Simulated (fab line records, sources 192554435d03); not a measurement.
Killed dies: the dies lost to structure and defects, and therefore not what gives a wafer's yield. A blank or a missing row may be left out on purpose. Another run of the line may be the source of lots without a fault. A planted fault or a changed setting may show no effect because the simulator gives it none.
A lot that was struck, set against a sound lot    flow n5_finfet    16 out of 1938 route steps
Sound: wafers L141.1, L141.2, L141.3. Struck: wafer L157.1; the same lot's L157.2 was not struck, so it is left out; see the end for the cause.
Per side, at each step with rows, come the tool, then ch with its chambers, and then its first start. Under that, the readings that differ: sound wafers    struck wafers    difference of the means    sigmas: that difference in standard deviations of wafers without a fault.
alike: words and numbers the same on both sides, and readings whose means are apart by under 2 such deviations; not compared: readings that were withheld, readings missing a value for some wafer, numbers with overlapping values and no deviation given by the record, and bounds like >300 which may hide the same value.
A row with sigmas, a row that says differs or no value, or rows on one side alone: a step with any of these is where the two part. When numbers do not overlap yet have no deviation, they are printed without sigmas and do not part them. Lack of a reading on every wafer of one side parts them only where that side has two or more wafers.

first, 6 steps without rows for these wafers: N5_BEOL_M1_COAT_05 (resist thk 30 nm); N5_BEOL_M1_EBR_07; N5_BEOL_M1_SOFTBAKE_06 (time 60 s); N5_BEOL_M1_EXPOSE_08 (exposes mask M1); N5_BEOL_M1_PEB_09 (peb time 60 s); N5_BEOL_M1_DEVELOP_10 (develop time 30 s).
N5_BEOL_M1_CD_MEAS_11 targets a cd of 17.05 nm.
  sound on cd_sem-03 ch 0, day 7 03:12; struck on cd_sem-02 ch 0, day 10 21:29
  alike: cd_nm
N5_BEOL_M1_OVL_MEAS_12:
  sound on overlay-02 ch 0, day 7 03:14; struck on overlay-02 ch 0, day 10 21:31
  alike: M1_OVL
N5_BEOL_M1_INSPECT_13: inspects for defects (brightfield).
  sound on defect_inspect-01, day 7 03:17; struck on defect_inspect-01, day 10 21:35
  alike: raw_defect_count
N5_BEOL_M1_DESCUM_16: chemistry O2, time 7 s.
  sound on rie_diel-04 ch 1,2,3, day 7 03:29; struck on rie_diel-04 ch 2, day 10 21:46
  alike: drypump_motor_current_A, o2_flow_sccm, oes_product_au, rf_vpp_V, showerhead_plenum_p_Torr, temp_c, throttle_valve_pct
  not compared: rf_hours_counter_h
N5_BEOL_M1_ETCH_74: etches underlayer in N2/H2, target depth 6.5 nm, time 5.2 s.
  sound on rie_diel-04 ch 1,2,3, day 7 03:31; struck on rie_diel-04 ch 2, day 10 21:48
reading       sound              struck  difference  sigmas
rf_vpp_V (V)  524.2 526.3 523.5  519.8   -4.9        -2
  alike: drypump_motor_current_A, etch_rf_on_time_s, oes_product_au, showerhead_plenum_p_Torr, throttle_valve_pct
  not compared: rf_hours_counter_h
N5_BEOL_M1_ETCH_63: etches SiARC in CF4, target depth 15.6 nm, time 26 s.
  sound on rie_diel-04 ch 1,2,3, day 7 03:32; struck on rie_diel-04 ch 2, day 10 21:49
  alike: drypump_motor_current_A, etch_rf_on_time_s, mfc_ar_sccm, oes_product_au, rf_vpp_V, showerhead_plenum_p_Torr, throttle_valve_pct
  not compared: rf_hours_counter_h
N5_BEOL_M1_ETCH_64: etches SOC in N2/H2, target depth 75 nm, overetch 15 nm, time 112.5 s.
  sound on rie_diel-04 ch 1,2,3, day 7 03:34; struck on rie_diel-04 ch 2, day 10 21:50
reading                                     sound        struck  difference  sigmas
model.SiARC_of_BEOL_M1_COAT_62.thk_nm (nm)  6.8 6.8 6.8  7.2     +0.4        
  alike: drypump_motor_current_A, oes_product_au, rf_vpp_V, showerhead_plenum_p_Torr, temp_c, throttle_valve_pct
  not compared: rf_hours_counter_h
then, 1 step without rows for these wafers: N5_BEOL_M1_STRIP_65 (strips in N2/H2).
N5_BEOL_M4_RC_MEAS_101:
  sound on prober-02 ch 0, day 9 03:38; struck on prober-02 ch 0, day 12 21:46
reading        sound        struck  difference  sigmas
ION_N (uA/um)  667 661 664  682     +18         +2
  alike: DIBL_N, DIBL_P, IOFF_N, IOFF_P, ION_P, SS_N, SS_P, VT_N, VT_P
-- a jump in the record: the struck wafers' starts before and after are 4 days apart (it breaks off in module BEOL_M4 and resumes in module PASSIVATION, where the first step shown is number 1936 of the route) --
N5_PASSIVATION_PROBE_49:
  the record has rows for the struck wafers here (prober-02, day 17 03:24) and none for the sound ones

WHERE THEY PART
At N5_BEOL_M1_ETCH_74 first; at N5_PASSIVATION_PROBE_49 last (within this record only).

WHY: whatever the simulator had introduced
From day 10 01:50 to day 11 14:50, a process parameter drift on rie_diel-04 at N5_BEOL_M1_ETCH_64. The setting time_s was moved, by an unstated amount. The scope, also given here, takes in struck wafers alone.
